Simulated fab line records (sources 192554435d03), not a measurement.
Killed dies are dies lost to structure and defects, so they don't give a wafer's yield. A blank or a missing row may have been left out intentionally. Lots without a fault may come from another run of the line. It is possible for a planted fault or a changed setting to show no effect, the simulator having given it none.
Matching of chambers    flow n5 finfet    N5_BEOL_M7_PECVD_70 on pecvd-03 has 3 sister chambers
The step deposits SiO2 from TEOS/O2, target thk 20 nm, time 22.7 s. 3 wafers are shown with their chamber, then 9 later ones without.

EACH WAFER AND ITS CHAMBER
wafer   chamber  throttle valve pct (%)
L086.1  0        24.4
L086.2  2        21.5
L086.3  1        23.2

WAFERS WHOSE CHAMBER IS MISSING
wafer   throttle valve pct (%)
L086.4  23.2
L086.5  24.3
L086.6  21.6
L091.2  22.7
L091.3  24.4
L091.6  21.7
L095.1  21.6
L095.3  24.5
L095.6  23.2

WHICH CHAMBER EACH ONE RAN IN
wafer   from the rows above  in truth
L086.4  1                    1
L086.5  0                    0
L086.6  2                    2
L091.2  1                    1
L091.3  0                    0
L091.6  2                    2
L095.1  2                    2
L095.3  0                    0
L095.6  1                    1
Placed correctly: 9 of 9. Number that these rows cannot place: 0. Number placed wrongly: 0.
How it was worked out, from the rows above alone: a wafer's distance from a chamber is the root of the sum, over the readings, of the square of ((its reading less the chamber's mean) divided by the reading's scatter). The wafer belongs to the nearest chamber; if the next one is less than 2 further off, it can't be placed. A chamber's mean is the mean of its shown wafers. The scatter (one wafer shown for each chamber): square how far every hidden wafer sits from the nearest shown wafer, average those squares and take the square root.
